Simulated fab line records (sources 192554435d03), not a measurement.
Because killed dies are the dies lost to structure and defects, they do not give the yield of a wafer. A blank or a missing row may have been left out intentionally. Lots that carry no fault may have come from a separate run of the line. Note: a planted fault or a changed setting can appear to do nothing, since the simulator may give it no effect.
Which of the tools did it? :: flow n5-finfet :: 24 lots, 72 wafers sampled, at 6 steps of a route of 1938

## WHAT THE GAUGES SHOWED, per wafer
N5_BEOL_M8_INSPECT_30: inspects for defects (brightfield). Usual: raw-defect-count at 410, with a standard deviation of 78.
lot: L075
measured: day 9 20:29
on: defect-inspect-01
raw-defect-count: 404 455 321
flag: 

lot: L074
measured: day 10 12:14
on: defect-inspect-01
raw-defect-count: 528 416 516
flag: 

lot: L077
measured: day 10 19:50
on: defect-inspect-02
raw-defect-count: 531 496 391
flag: 

lot: L076
measured: day 10 20:10
on: defect-inspect-02
raw-defect-count: 403 467 332
flag: 

lot: L078
measured: day 11 07:08
on: defect-inspect-01
raw-defect-count: 417 404 509
flag: 

lot: L079
measured: day 12 01:31
on: defect-inspect-02
raw-defect-count: 430 389 321
flag: 

lot: L082
measured: day 12 05:57
on: defect-inspect-02
raw-defect-count: 437 359 478
flag: 

lot: L081
measured: day 12 10:52
on: defect-inspect-01
raw-defect-count: 395 273 450
flag: 

lot: L080
measured: day 12 20:29
on: defect-inspect-01
raw-defect-count: 542 302 424
flag: 

lot: L083
measured: day 12 20:32
on: defect-inspect-02
raw-defect-count: 286 320 289
flag: 

lot: L084
measured: day 12 20:34
on: defect-inspect-01
raw-defect-count: 520 277 346
flag: 

lot: L085
measured: day 12 23:53
on: defect-inspect-01
raw-defect-count: 577 433 589
flag: 

lot: L086
measured: day 13 07:04
on: defect-inspect-02
raw-defect-count: 391 369 410
flag: 

lot: L088
measured: day 14 02:19
on: defect-inspect-02
raw-defect-count: 427 387 355
flag: 

lot: L087
measured: day 14 05:34
on: defect-inspect-02
raw-defect-count: 451 554 455
flag: 

lot: L091
measured: day 14 10:28
on: defect-inspect-02
raw-defect-count: 424 331 499
flag: 

lot: L089
measured: day 14 17:40
on: defect-inspect-02
raw-defect-count: 467 548 501
flag: 

lot: L090
measured: day 15 12:04
on: defect-inspect-01
raw-defect-count: 394 355 357
flag: 

lot: L093
measured: day 15 19:50
on: defect-inspect-02
raw-defect-count: 447 293 372
flag: 

lot: L092
measured: day 15 19:53
on: defect-inspect-01
raw-defect-count: 358 310 379
flag: 

lot: L094
measured: day 16 17:33
on: defect-inspect-01
raw-defect-count: 452 338 405
flag: 

lot: L096
measured: day 16 17:46
on: defect-inspect-01
raw-defect-count: 354 430 383
flag: 

lot: L095
measured: day 16 17:58
on: defect-inspect-02
raw-defect-count: 421 471 408
flag: 

lot: L097
measured: day 16 20:45
on: defect-inspect-01
raw-defect-count: 321 252 414
flag: 

N5_BEOL_M8_RS_MEAS_57: measurement is done with a four-point probe. Usual: for M8_RS the level is 0.285 ohm/sq and the standard deviation is 0.008.
lot: L075
measured: day 10 01:52
on: film-metro-02
M8_RS (ohm/sq): 0.282 0.286 0.279
flag: 

lot: L074
measured: day 10 18:55
on: film-metro-01
M8_RS (ohm/sq): 0.287 0.282 0.288
flag: 

lot: L077
measured: day 11 02:05
on: film-metro-01
M8_RS (ohm/sq): 0.292 0.295 0.301
flag: 

lot: L076
measured: day 11 05:05
on: film-metro-01
M8_RS (ohm/sq): 0.288 0.289 0.287
flag: 

lot: L078
measured: day 11 11:48
on: film-metro-01
M8_RS (ohm/sq): 0.290 0.290 0.288
flag: 

lot: L079
measured: day 12 05:12
on: film-metro-02
M8_RS (ohm/sq): 0.281 0.283 0.289
flag: 

lot: L082
measured: day 12 09:52
on: film-metro-01
M8_RS (ohm/sq): 0.286 0.277 0.286
flag: 

lot: L081
measured: day 12 13:58
on: film-metro-02
M8_RS (ohm/sq): 0.282 0.281 0.282
flag: 

lot: L080
measured: day 12 23:59
on: film-metro-01
M8_RS (ohm/sq): 0.288 0.282 0.290
flag: 

lot: L083
measured: day 13 00:15
on: film-metro-02
M8_RS (ohm/sq): 0.295 0.288 0.285
flag: 

lot: L084
measured: day 13 01:06
on: film-metro-01
M8_RS (ohm/sq): 0.270 0.267 0.272
flag: 

lot: L085
measured: day 13 04:24
on: film-metro-02
M8_RS (ohm/sq): 0.268 0.274 0.267
flag: 

lot: L086
measured: day 13 09:56
on: film-metro-02
M8_RS (ohm/sq): 0.291 0.285 0.278
flag: 

lot: L088
measured: day 14 07:16
on: film-metro-01
M8_RS (ohm/sq): 0.290 0.290 0.288
flag: 

lot: L087
measured: day 14 12:43
on: film-metro-02
M8_RS (ohm/sq): 0.278 0.287 0.283
flag: 

lot: L091
measured: day 14 14:39
on: film-metro-02
M8_RS (ohm/sq): 0.274 0.276 0.288
flag: 

lot: L089
measured: day 14 21:29
on: film-metro-02
M8_RS (ohm/sq): 0.298 0.305 0.308
flag: 

lot: L090
measured: day 15 15:00
on: film-metro-02
M8_RS (ohm/sq): 0.299 0.288 0.291
flag: 

lot: L093
measured: day 16 00:09
on: film-metro-02
M8_RS (ohm/sq): 0.285 0.286 0.273
flag: 

lot: L092
measured: day 16 00:49
on: film-metro-01
M8_RS (ohm/sq): 0.276 0.286 0.273
flag: 

lot: L094
measured: day 16 20:04
on: film-metro-02
M8_RS (ohm/sq): 0.285 0.283 0.278
flag: 

lot: L096
measured: day 16 22:10
on: film-metro-01
M8_RS (ohm/sq): 0.287 0.288 0.285
flag: 

lot: L095
measured: day 16 22:45
on: film-metro-01
M8_RS (ohm/sq): 0.290 0.281 0.286
flag: 

lot: L097
measured: day 16 23:38
on: film-metro-01
M8_RS (ohm/sq): 0.285 0.287 0.286
flag: 

N5_BEOL_M9_THK_MEAS_53: measures by xrf. Usual: for M9_THK the level is 138.8 nm and the standard deviation is 2.8.
lot: L075
measured: day 10 14:29
on: film-metro-02
M9_THK (nm): 137.0 144.0 140.2
flag: 

lot: L074
measured: day 11 06:31
on: film-metro-02
M9_THK (nm): 140.7 136.0 138.2
flag: 

lot: L077
measured: day 11 14:08
on: film-metro-02
M9_THK (nm): 135.6 136.7 135.5
flag: 

lot: L076
measured: day 11 16:35
on: film-metro-02
M9_THK (nm): 142.8 135.3 137.9
flag: 

lot: L078
measured: day 12 04:38
on: film-metro-02
M9_THK (nm): 140.2 141.7 135.9
flag: 

lot: L079
measured: day 12 13:17
on: film-metro-02
M9_THK (nm): 138.5 146.5 135.9
flag: 

lot: L082
measured: day 12 17:37
on: film-metro-02
M9_THK (nm): 139.1 138.5 143.5
flag: 

lot: L081
measured: day 12 22:44
on: film-metro-01
M9_THK (nm): 140.6 135.8 135.4
flag: 

lot: L080
measured: day 13 07:29
on: film-metro-01
M9_THK (nm): 139.2 134.4 135.5
flag: 

lot: L083
measured: day 13 08:06
on: film-metro-02
M9_THK (nm): 138.9 139.0 140.7
flag: 

lot: L084
measured: day 13 09:17
on: film-metro-02
M9_THK (nm): 137.5 138.2 144.1
flag: 

lot: L085
measured: day 13 11:41
on: film-metro-02
M9_THK (nm): 135.1 137.8 137.0
flag: 

lot: L086
measured: day 13 15:38
on: film-metro-01
M9_THK (nm): 141.8 134.7 137.3
flag: 

lot: L088
measured: day 14 13:08
on: film-metro-02
M9_THK (nm): 144.0 141.9 137.0
flag: 

lot: L087
measured: day 14 20:12
on: film-metro-02
M9_THK (nm): 136.4 135.5 137.7
flag: 

lot: L091
measured: day 14 22:54
on: film-metro-02
M9_THK (nm): 139.1 138.9 137.8
flag: 

lot: L089
measured: day 15 11:34
on: film-metro-01
M9_THK (nm): 141.2 136.1 141.3
flag: 

lot: L090
measured: day 16 02:07
on: film-metro-02
M9_THK (nm): 138.1 135.2 132.8
flag: 

lot: L093
measured: day 16 08:35
on: film-metro-01
M9_THK (nm): 136.4 138.3 144.8
flag: 

lot: L092
measured: day 16 12:25
on: film-metro-01
M9_THK (nm): 139.2 137.0 138.4
flag: 

lot: L094
measured: day 17 04:45
on: film-metro-01
M9_THK (nm): 136.7 140.1 136.6
flag: 

lot: L096
measured: day 17 07:11
on: film-metro-01
M9_THK (nm): 141.7 139.2 139.5
flag: 

lot: L095
measured: day 17 08:50
on: film-metro-02
M9_THK (nm): 139.6 137.3 134.4
flag: 

lot: L097
measured: day 17 08:22
on: film-metro-02
M9_THK (nm): 138.2 139.3 141.6
flag: 

N5_BEOL_M10_CD_MEAS_11: the cd target is 64.1 nm. Usual: cd-nm at 64.0 nm, with a standard deviation of 0.57.
lot: L075
measured: day 10 17:28
on: cd-sem-02
cd-nm (nm): 63.4 63.3 64.0
flag: 

lot: L074
measured: day 11 08:17
on: cd-sem-03
cd-nm (nm): 63.6 63.7 63.8
flag: 

lot: L077
measured: day 11 16:22
on: cd-sem-03
cd-nm (nm): 64.5 64.9 64.1
flag: 

lot: L076
measured: day 11 22:30
on: cd-sem-01
cd-nm (nm): 64.5 64.0 64.8
flag: 

lot: L078
measured: day 12 07:29
on: cd-sem-03
cd-nm (nm): 64.2 63.4 63.9
flag: 

lot: L079
measured: day 12 16:37
on: cd-sem-03
cd-nm (nm): 63.3 65.0 64.1
flag: 

lot: L082
measured: day 12 21:30
on: cd-sem-01
cd-nm (nm): 64.5 63.9 63.7
flag: 

lot: L081
measured: day 13 01:10
on: cd-sem-03
cd-nm (nm): 64.1 63.5 63.9
flag: 

lot: L080
measured: day 13 09:22
on: cd-sem-02
cd-nm (nm): 63.6 63.8 63.6
flag: 

lot: L083
measured: day 13 09:44
on: cd-sem-02
cd-nm (nm): 64.4 63.7 64.1
flag: 

lot: L084
measured: day 13 10:47
on: cd-sem-03
cd-nm (nm): 64.6 64.7 64.7
flag: 

lot: L085
measured: day 13 13:42
on: cd-sem-02
cd-nm (nm): 64.7 64.1 64.2
flag: 

lot: L086
measured: day 13 17:35
on: cd-sem-01
cd-nm (nm): 63.5 63.7 63.3
flag: 

lot: L088
measured: day 14 15:14
on: cd-sem-03
cd-nm (nm): 65.5 65.5 64.4
flag: 

lot: L087
measured: day 14 22:07
on: cd-sem-01
cd-nm (nm): 63.5 63.9 63.9
flag: 

lot: L091
measured: day 15 01:18
on: cd-sem-01
cd-nm (nm): 64.5 64.8 64.4
flag: 

lot: L089
measured: day 15 13:29
on: cd-sem-03
cd-nm (nm): 64.3 63.4 63.5
flag: 

lot: L090
measured: day 16 05:37
on: cd-sem-02
cd-nm (nm): 64.0 64.2 63.6
flag: 

lot: L093
measured: day 16 10:21
on: cd-sem-01
cd-nm (nm): 64.0 63.9 64.3
flag: 

lot: L092
measured: day 16 14:46
on: cd-sem-03
cd-nm (nm): 64.1 64.5 64.4
flag: 

lot: L094
measured: day 17 06:46
on: cd-sem-02
cd-nm (nm): 63.1 63.4 63.5
flag: 

lot: L096
measured: day 17 12:55
on: cd-sem-02
cd-nm (nm): 63.2 63.8 64.3
flag: 

lot: L095
measured: day 17 14:18
on: cd-sem-03
cd-nm (nm): 63.7 64.4 63.9
flag: 

lot: L097
measured: day 17 13:15
on: cd-sem-02
cd-nm (nm): 63.5 63.5 64.3
flag: 

## WHICH TOOL RAN EACH LOT (tool, then ch and the chambers of the sampled wafers, then the start)
lot: L075
N5_BEOL_M8_CURE_75: uv-cure-01 ch 2, day 9 21:12
N5_BEOL_M9_DEGAS_44: pvd-sputter-03, day 10 10:05

lot: L074
N5_BEOL_M8_CURE_75: uv-cure-03 ch 1, day 10 12:56
N5_BEOL_M9_DEGAS_44: pvd-sputter-02, day 11 00:44

lot: L077
N5_BEOL_M8_CURE_75: uv-cure-01 ch 0, day 10 20:36
N5_BEOL_M9_DEGAS_44: pvd-sputter-03, day 11 10:54

lot: L076
N5_BEOL_M8_CURE_75: uv-cure-02 ch 0, day 10 21:08
N5_BEOL_M9_DEGAS_44: pvd-sputter-03, day 11 13:46

lot: L078
N5_BEOL_M8_CURE_75: uv-cure-02 ch 2, day 11 07:50
N5_BEOL_M9_DEGAS_44: pvd-sputter-01, day 12 02:20

lot: L079
N5_BEOL_M8_CURE_75: uv-cure-03 ch 1, day 12 02:20
N5_BEOL_M9_DEGAS_44: pvd-sputter-02, day 12 11:45

lot: L082
N5_BEOL_M8_CURE_75: uv-cure-03 ch 0, day 12 07:01
N5_BEOL_M9_DEGAS_44: pvd-sputter-02, day 12 16:02

lot: L081
N5_BEOL_M8_CURE_75: uv-cure-03 ch 2, day 12 11:45
N5_BEOL_M9_DEGAS_44: pvd-sputter-02, day 12 21:19

lot: L080
N5_BEOL_M8_CURE_75: uv-cure-03 ch 1, day 12 21:08
N5_BEOL_M9_DEGAS_44: pvd-sputter-03, day 13 05:56

lot: L083
N5_BEOL_M8_CURE_75: uv-cure-02 ch 1, day 12 21:21
N5_BEOL_M9_DEGAS_44: pvd-sputter-02, day 13 06:17

lot: L084
N5_BEOL_M8_CURE_75: uv-cure-01 ch 1, day 12 21:29
N5_BEOL_M9_DEGAS_44: pvd-sputter-01, day 13 07:10

lot: L085
N5_BEOL_M8_CURE_75: uv-cure-01 ch 2, day 13 00:55
N5_BEOL_M9_DEGAS_44: pvd-sputter-01, day 13 10:07

lot: L086
N5_BEOL_M8_CURE_75: uv-cure-03 ch 2, day 13 07:49
N5_BEOL_M9_DEGAS_44: pvd-sputter-01, day 13 13:50

lot: L088
N5_BEOL_M8_CURE_75: uv-cure-02 ch 1, day 14 05:04
N5_BEOL_M9_DEGAS_44: pvd-sputter-03, day 14 11:08

lot: L087
N5_BEOL_M8_CURE_75: uv-cure-02 ch 0, day 14 08:58
N5_BEOL_M9_DEGAS_44: pvd-sputter-02, day 14 18:47

lot: L091
N5_BEOL_M8_CURE_75: uv-cure-02 ch 2, day 14 11:18
N5_BEOL_M9_DEGAS_44: pvd-sputter-03, day 14 21:11

lot: L089
N5_BEOL_M8_CURE_75: uv-cure-01 ch 2, day 14 19:17
N5_BEOL_M9_DEGAS_44: pvd-sputter-01, day 15 09:54

lot: L090
N5_BEOL_M8_CURE_75: uv-cure-01 ch 1, day 15 12:47
N5_BEOL_M9_DEGAS_44: pvd-sputter-03, day 15 23:11

lot: L093
N5_BEOL_M8_CURE_75: uv-cure-03 ch 1, day 15 20:30
N5_BEOL_M9_DEGAS_44: pvd-sputter-03, day 16 06:15

lot: L092
N5_BEOL_M8_CURE_75: uv-cure-02 ch 0, day 15 20:43
N5_BEOL_M9_DEGAS_44: pvd-sputter-03, day 16 09:05

lot: L094
N5_BEOL_M8_CURE_75: uv-cure-02 ch 2, day 16 18:13
N5_BEOL_M9_DEGAS_44: pvd-sputter-01, day 17 02:25

lot: L096
N5_BEOL_M8_CURE_75: uv-cure-03 ch 0, day 16 18:46
N5_BEOL_M9_DEGAS_44: pvd-sputter-01, day 17 05:26

lot: L095
N5_BEOL_M8_CURE_75: uv-cure-03 ch 1, day 16 19:01
N5_BEOL_M9_DEGAS_44: pvd-sputter-01, day 17 07:07

lot: L097
N5_BEOL_M8_CURE_75: uv-cure-03 ch 1, day 16 21:25
N5_BEOL_M9_DEGAS_44: pvd-sputter-01, day 17 06:33
- N5_BEOL_M8_CURE_75: cures SiCOH lowk, time 120 s.
- N5_BEOL_M9_DEGAS_44: time 60 s.

## AS READ BY THE TOOLS THEMSELVES (means over the sampled wafers that have a number; for cases with no such wafer, the mark the record gives instead)
N5_BEOL_M8_CURE_75. Usual: lamp-power-pct 52.31 %, standard deviation 0.049; wafer_temp_C_max 371.9, standard deviation 0.54.
lot: L075
tool: uv-cure-01
lamp-power-pct (%): 52.29
wafer_temp_C_max: 372.9
flag: 

lot: L074
tool: uv-cure-03
lamp-power-pct (%): 52.26
wafer_temp_C_max: 372.2
flag: 

lot: L077
tool: uv-cure-01
lamp-power-pct (%): 52.32
wafer_temp_C_max: 371.4
flag: 

lot: L076
tool: uv-cure-02
lamp-power-pct (%): 52.31
wafer_temp_C_max: 372.2
flag: 

lot: L078
tool: uv-cure-02
lamp-power-pct (%): 52.31
wafer_temp_C_max: 371.8
flag: 

lot: L079
tool: uv-cure-03
lamp-power-pct (%): 52.34
wafer_temp_C_max: 372.2
flag: 

lot: L082
tool: uv-cure-03
lamp-power-pct (%): 52.32
wafer_temp_C_max: 371.6
flag: 

lot: L081
tool: uv-cure-03
lamp-power-pct (%): 52.28
wafer_temp_C_max: 371.6
flag: 

lot: L080
tool: uv-cure-03
lamp-power-pct (%): 52.33
wafer_temp_C_max: 371.9
flag: 

lot: L083
tool: uv-cure-02
lamp-power-pct (%): 52.29
wafer_temp_C_max: 371.9
flag: 

lot: L084
tool: uv-cure-01
lamp-power-pct (%): 52.31
wafer_temp_C_max: 372.3
flag: 

lot: L085
tool: uv-cure-01
lamp-power-pct (%): 52.33
wafer_temp_C_max: 372.0
flag: 

lot: L086
tool: uv-cure-03
lamp-power-pct (%): 52.32
wafer_temp_C_max: 371.7
flag: 

lot: L088
tool: uv-cure-02
lamp-power-pct (%): 52.28
wafer_temp_C_max: 371.5
flag: 

lot: L087
tool: uv-cure-02
lamp-power-pct (%): 52.33
wafer_temp_C_max: 371.9
flag: 

lot: L091
tool: uv-cure-02
lamp-power-pct (%): 52.30
wafer_temp_C_max: 371.1
flag: 

lot: L089
tool: uv-cure-01
lamp-power-pct (%): 52.29
wafer_temp_C_max: 372.6
flag: 

lot: L090
tool: uv-cure-01
lamp-power-pct (%): 52.40
wafer_temp_C_max: 372.1
flag: 

lot: L093
tool: uv-cure-03
lamp-power-pct (%): 52.27
wafer_temp_C_max: 372.3
flag: 

lot: L092
tool: uv-cure-02
lamp-power-pct (%): 52.31
wafer_temp_C_max: 372.1
flag: 

lot: L094
tool: uv-cure-02
lamp-power-pct (%): 52.32
wafer_temp_C_max: 371.2
flag: 

lot: L096
tool: uv-cure-03
lamp-power-pct (%): 52.31
wafer_temp_C_max: 371.6
flag: 

lot: L095
tool: uv-cure-03
lamp-power-pct (%): 52.32
wafer_temp_C_max: 372.3
flag: 

lot: L097
tool: uv-cure-03
lamp-power-pct (%): 52.36
wafer_temp_C_max: 371.6
flag: 

N5_BEOL_M9_DEGAS_44. Usual: heater-power-w at 334 W, with a standard deviation of 49.
lot: L075
tool: pvd-sputter-03
heater-power-w (W): 313
flag: 

lot: L074
tool: pvd-sputter-02
heater-power-w (W): 364
flag: 

lot: L077
tool: pvd-sputter-03
heater-power-w (W): 324
flag: 

lot: L076
tool: pvd-sputter-03
heater-power-w (W): 297
flag: 

lot: L078
tool: pvd-sputter-01
heater-power-w (W): 302
flag: 

lot: L079
tool: pvd-sputter-02
heater-power-w (W): 375
flag: 

lot: L082
tool: pvd-sputter-02
heater-power-w (W): 361
flag: 

lot: L081
tool: pvd-sputter-02
heater-power-w (W): 331
flag: 

lot: L080
tool: pvd-sputter-03
heater-power-w (W): 309
flag: 

lot: L083
tool: pvd-sputter-02
heater-power-w (W): 360
flag: 

lot: L084
tool: pvd-sputter-01
heater-power-w (W): 262
flag: 

lot: L085
tool: pvd-sputter-01
heater-power-w (W): 305
flag: 

lot: L086
tool: pvd-sputter-01
heater-power-w (W): 307
flag: 

lot: L088
tool: pvd-sputter-03
heater-power-w (W): 330
flag: 

lot: L087
tool: pvd-sputter-02
heater-power-w (W): 384
flag: 

lot: L091
tool: pvd-sputter-03
heater-power-w (W): 337
flag: 

lot: L089
tool: pvd-sputter-01
heater-power-w (W): 309
flag: 

lot: L090
tool: pvd-sputter-03
heater-power-w (W): 335
flag: 

lot: L093
tool: pvd-sputter-03
heater-power-w (W): 314
flag: 

lot: L092
tool: pvd-sputter-03
heater-power-w (W): 345
flag: 

lot: L094
tool: pvd-sputter-01
heater-power-w (W): 312
flag: 

lot: L096
tool: pvd-sputter-01
heater-power-w (W): 344
flag: 

lot: L095
tool: pvd-sputter-01
heater-power-w (W): 349
flag: 

lot: L097
tool: pvd-sputter-01
heater-power-w (W): 306
flag: 

## THE ANSWER, worked out from the rows above alone
Rule: take the mean of a lot's wafers that have a number; if it is more than 3 standard deviations from the usual mean, the lot is off. Also off: a lot with no number at a reading for which 4 or more lots have one. The other lots that the step has rows for count as sound. First the gauges in route order, then the tools' own readings, where a lot's mean is used as printed above. At the first step where some lot is off, the reading lying furthest off is the one used; lots without a number count as furthest.
Nothing can be told from this: no lot is off at any reading shown.

## WHAT THE SIMULATOR HAD INSERTED
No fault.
